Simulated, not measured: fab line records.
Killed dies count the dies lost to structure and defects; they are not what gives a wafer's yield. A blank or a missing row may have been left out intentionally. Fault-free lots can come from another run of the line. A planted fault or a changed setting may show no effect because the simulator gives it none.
Which of the tools did it? + flow nand_harc + Sampling: 11 lots, 33 wafers, 3 of 1159 route steps

== WHAT THE GAUGES READ, wafer by wafer ==
NHARC_A_M1_OVL_MEAS_10: pitch 240 nm.
| lot  | measured     | on         | overlay_x_nm (nm) |
|------|--------------|------------|-------------------|
| L662 | day 17 22:20 | overlay-02 | -0.6 0.3 -0.5     |
| L669 | day 19 23:38 | overlay-01 | 2.2 1.5 2.0       |
| L670 | day 20 00:04 | overlay-02 | -0.8 -0.4 -0.8    |
| L672 | day 20 04:34 | overlay-01 | 10.1 10.6 10.1    |
| L671 | day 20 09:34 | overlay-02 | 10.3 10.2 10.5    |
| L675 | day 20 12:37 | overlay-01 | 0.5 0.6 0.4       |
| L678 | day 21 00:40 | overlay-02 | 0.6 0.2 0.4       |
| L677 | day 21 19:54 | overlay-02 | -0.1 -0.7 -0.3    |
| L682 | day 22 10:16 | overlay-01 | 0.4 0.8 0.4       |
| L685 | day 23 10:17 | overlay-01 | -0.8 -1.2 -0.7    |
| L683 | day 23 19:16 | overlay-01 | 0.5 -0.1 0.7      |

== WHICH TOOL RAN EACH LOT (tool, then ch and the chambers of the sampled wafers, then the start) ==
| lot  | NHARC_A_M0_DEP_32               | NHARC_A_M1_EXPOSE_06               |
|------|---------------------------------|------------------------------------|
| L662 | pecvd-03 ch 1,2, day 17 21:05   | arfi_scanner-03 ch 0, day 17 22:07 |
| L669 | pecvd-04 ch 0,1,2, day 19 22:32 | arfi_scanner-01 ch 0, day 19 23:25 |
| L670 | pecvd-03 ch 0,1,2, day 19 22:46 | arfi_scanner-03 ch 0, day 19 23:51 |
| L672 | pecvd-04 ch 0,1,2, day 20 03:14 | arfi_scanner-03 ch 0, day 20 04:20 |
| L671 | pecvd-04 ch 0,2, day 20 08:17   | arfi_scanner-03 ch 0, day 20 09:20 |
| L675 | pecvd-03 ch 0,1,2, day 20 11:18 | arfi_scanner-01 ch 0, day 20 12:23 |
| L678 | pecvd-04 ch 0,1, day 20 23:14   | arfi_scanner-01 ch 0, day 21 00:27 |
| L677 | pecvd-01 ch 0,1,2, day 21 18:33 | arfi_scanner-02 ch 0, day 21 19:40 |
| L682 | pecvd-01 ch 0,1,2, day 22 08:56 | arfi_scanner-01 ch 0, day 22 10:03 |
| L685 | pecvd-03 ch 0,1, day 23 09:02   | arfi_scanner-02 ch 0, day 23 10:03 |
| L683 | pecvd-04 ch 1,2, day 23 18:06   | arfi_scanner-02 ch 0, day 23 19:02 |
- NHARC_A_M0_DEP_32: deposits SiCN, target thk 30 nm.
- NHARC_A_M1_EXPOSE_06: exposes mask A M1, target cd 120 nm.

== THE ANSWER, worked out from the rows above alone ==
Rule: what is usual is taken from the lots themselves. Put in order of their means at a reading, lots are off if they are a third of the lots or fewer, leave a main group of 4 or more, and stand apart from it by a gap of 3 or more times the standard deviation of the main group's means; of several such gaps the widest counts. A main group is skipped when, at the precision printed for the reading in the tables above, its means are all equal. A lot without any number at a reading at which 4 lots or more have one is off too. Where the step has rows for the other lots, those lots are counted as sound.
Off, at NHARC_A_M1_OVL_MEAS_10 on overlay_x_nm: L672, L671. The main group has a mean of 0.2 nm with a standard deviation of 0.79.
A tool fits if, at a process step before that reading, it ran every lot that is off, and no sound lot after the first of them. Those tools and the gauges at NHARC_A_M1_OVL_MEAS_10 are tried in the same way. One fits: NHARC_A_M1_EXPOSE_06 on arfi_scanner-03. A fault onset in the window from L670 (day 19 23:51, its last sound lot) to L672 (day 20 04:20, its first lot off) fits.

== WHAT THE SIMULATOR HAD INSERTED ==
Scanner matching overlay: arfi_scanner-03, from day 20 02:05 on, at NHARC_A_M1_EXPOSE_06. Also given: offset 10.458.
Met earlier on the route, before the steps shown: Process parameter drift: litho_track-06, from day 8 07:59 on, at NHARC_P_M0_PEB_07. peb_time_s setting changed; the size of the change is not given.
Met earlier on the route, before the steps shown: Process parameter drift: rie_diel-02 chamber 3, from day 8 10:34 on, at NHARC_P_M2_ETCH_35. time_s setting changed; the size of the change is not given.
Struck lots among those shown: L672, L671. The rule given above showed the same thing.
